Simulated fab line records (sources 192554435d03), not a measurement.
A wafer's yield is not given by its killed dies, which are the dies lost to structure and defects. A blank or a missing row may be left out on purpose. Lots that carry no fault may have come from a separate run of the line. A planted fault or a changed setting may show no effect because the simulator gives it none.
Chamber matching || flow n5_finfet || N5_MOL_CONTACT_COAG_DESCUM_88 on rie_diel-04 has 4 sister chambers
The step chemistry O2, time 7 s. 20 wafers are shown with their chamber, then 10 later ones without.

## WAFERS WITH THEIR CHAMBER
{"wafer": "L076.1", "chamber": 3, "showerhead_plenum_p_Torr (Torr)": 2.17, "drypump_motor_current_A (A)": 5.7, "oes_product_au (a.u.)": 0.71}
{"wafer": "L076.2", "chamber": 1, "showerhead_plenum_p_Torr (Torr)": 2.14, "drypump_motor_current_A (A)": 5.8, "oes_product_au (a.u.)": 0.81}
{"wafer": "L076.6", "chamber": 1, "showerhead_plenum_p_Torr (Torr)": 2.14, "drypump_motor_current_A (A)": 5.8, "oes_product_au (a.u.)": 0.81}
{"wafer": "L077.3", "chamber": 1, "showerhead_plenum_p_Torr (Torr)": 2.14, "drypump_motor_current_A (A)": 5.8, "oes_product_au (a.u.)": 0.81}
{"wafer": "L077.4", "chamber": 1, "showerhead_plenum_p_Torr (Torr)": 2.14, "drypump_motor_current_A (A)": 5.8, "oes_product_au (a.u.)": 0.81}
{"wafer": "L077.5", "chamber": 3, "showerhead_plenum_p_Torr (Torr)": 2.17, "drypump_motor_current_A (A)": 5.7, "oes_product_au (a.u.)": 0.73}
{"wafer": "L085.3", "chamber": 0, "showerhead_plenum_p_Torr (Torr)": 1.99, "drypump_motor_current_A (A)": 5.5, "oes_product_au (a.u.)": 0.69}
{"wafer": "L085.4", "chamber": 3, "showerhead_plenum_p_Torr (Torr)": 2.17, "drypump_motor_current_A (A)": 5.7, "oes_product_au (a.u.)": 0.70}
{"wafer": "L085.5", "chamber": 3, "showerhead_plenum_p_Torr (Torr)": 2.17, "drypump_motor_current_A (A)": 5.6, "oes_product_au (a.u.)": 0.71}
{"wafer": "L086.1", "chamber": 2, "showerhead_plenum_p_Torr (Torr)": 2.13, "drypump_motor_current_A (A)": 4.7, "oes_product_au (a.u.)": 0.92}
{"wafer": "L086.3", "chamber": 1, "showerhead_plenum_p_Torr (Torr)": 2.13, "drypump_motor_current_A (A)": 5.8, "oes_product_au (a.u.)": 0.78}
{"wafer": "L086.5", "chamber": 2, "showerhead_plenum_p_Torr (Torr)": 2.13, "drypump_motor_current_A (A)": 4.7, "oes_product_au (a.u.)": 0.93}
{"wafer": "L088.1", "chamber": 0, "showerhead_plenum_p_Torr (Torr)": 1.99, "drypump_motor_current_A (A)": 5.5, "oes_product_au (a.u.)": 0.69}
{"wafer": "L088.3", "chamber": 2, "showerhead_plenum_p_Torr (Torr)": 2.13, "drypump_motor_current_A (A)": 4.7, "oes_product_au (a.u.)": 0.91}
{"wafer": "L088.4", "chamber": 1, "showerhead_plenum_p_Torr (Torr)": 2.13, "drypump_motor_current_A (A)": 5.8, "oes_product_au (a.u.)": 0.78}
{"wafer": "L089.1", "chamber": 0, "showerhead_plenum_p_Torr (Torr)": 1.99, "drypump_motor_current_A (A)": 5.5, "oes_product_au (a.u.)": 0.69}
{"wafer": "L089.2", "chamber": 3, "showerhead_plenum_p_Torr (Torr)": 2.17, "drypump_motor_current_A (A)": 5.6, "oes_product_au (a.u.)": 0.72}
{"wafer": "L089.6", "chamber": 1, "showerhead_plenum_p_Torr (Torr)": 2.13, "drypump_motor_current_A (A)": 5.8, "oes_product_au (a.u.)": 0.78}
{"wafer": "L090.1", "chamber": 2, "showerhead_plenum_p_Torr (Torr)": 2.13, "drypump_motor_current_A (A)": 4.7, "oes_product_au (a.u.)": 0.90}
{"wafer": "L090.2", "chamber": 3, "showerhead_plenum_p_Torr (Torr)": 2.17, "drypump_motor_current_A (A)": 5.6, "oes_product_au (a.u.)": 0.70}

SIGNATURES (means of the wafers above)
{"reading": "showerhead_plenum_p_Torr", "chamber 0": 1.9900, "chamber 1": 2.1357, "chamber 2": 2.1300, "chamber 3": 2.1700, "scatter within a chamber": 0.00327}
{"reading": "drypump_motor_current_A", "chamber 0": 5.500, "chamber 1": 5.800, "chamber 2": 4.700, "chamber 3": 5.650, "scatter within a chamber": 0.0306}
{"reading": "oes_product_au", "chamber 0": 0.6900, "chamber 1": 0.7971, "chamber 2": 0.9150, "chamber 3": 0.7117, "scatter within a chamber": 0.0131}
Rule: distance of a wafer from a chamber = root of the sum over the readings of ((wafer's reading minus chamber's mean) / reading's scatter) squared. If the next closest chamber is less than 2 further off than the closest, the wafer can't be placed; otherwise it belongs to the closest. How the scatter is found: for the shown wafers, subtract from each reading the mean of its chamber, square and add these, divide the total by (wafers less chambers), then take the root.

## WAFERS WHOSE CHAMBER IS MISSING
{"wafer": "L090.4", "showerhead_plenum_p_Torr (Torr)": 2.13, "drypump_motor_current_A (A)": 5.8, "oes_product_au (a.u.)": 0.77}
{"wafer": "L091.4", "showerhead_plenum_p_Torr (Torr)": 2.13, "drypump_motor_current_A (A)": 5.8, "oes_product_au (a.u.)": 0.78}
{"wafer": "L091.5", "showerhead_plenum_p_Torr (Torr)": 2.13, "drypump_motor_current_A (A)": 5.8, "oes_product_au (a.u.)": 0.79}
{"wafer": "L091.6", "showerhead_plenum_p_Torr (Torr)": 1.99, "drypump_motor_current_A (A)": 5.5, "oes_product_au (a.u.)": 0.70}
{"wafer": "L094.1", "showerhead_plenum_p_Torr (Torr)": 2.16, "drypump_motor_current_A (A)": 5.6, "oes_product_au (a.u.)": 0.70}
{"wafer": "L094.3", "showerhead_plenum_p_Torr (Torr)": 2.25, "drypump_motor_current_A (A)": 5.5, "oes_product_au (a.u.)": 0.99}
{"wafer": "L094.5", "showerhead_plenum_p_Torr (Torr)": 2.12, "drypump_motor_current_A (A)": 4.7, "oes_product_au (a.u.)": 0.88}
{"wafer": "L096.3", "showerhead_plenum_p_Torr (Torr)": 2.16, "drypump_motor_current_A (A)": 5.7, "oes_product_au (a.u.)": 0.69}
{"wafer": "L096.5", "showerhead_plenum_p_Torr (Torr)": 2.16, "drypump_motor_current_A (A)": 5.6, "oes_product_au (a.u.)": 0.69}
{"wafer": "L096.6", "showerhead_plenum_p_Torr (Torr)": 2.12, "drypump_motor_current_A (A)": 4.7, "oes_product_au (a.u.)": 0.87}

## WHICH CHAMBER EACH ONE RAN IN
{"wafer": "L090.4", "from the rows above": 1, "in truth": 1}
{"wafer": "L091.4", "from the rows above": 1, "in truth": 1}
{"wafer": "L091.5", "from the rows above": 1, "in truth": 1}
{"wafer": "L091.6", "from the rows above": 0, "in truth": 0}
{"wafer": "L094.1", "from the rows above": 3, "in truth": 3}
{"wafer": "L094.3", "from the rows above": 3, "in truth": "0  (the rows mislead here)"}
{"wafer": "L094.5", "from the rows above": 2, "in truth": 2}
{"wafer": "L096.3", "from the rows above": 3, "in truth": 3}
{"wafer": "L096.5", "from the rows above": 3, "in truth": 3}
{"wafer": "L096.6", "from the rows above": 2, "in truth": 2}
Correctly placed: 9 of 10. From these rows, 0 cannot be placed. Number placed wrongly: 1.
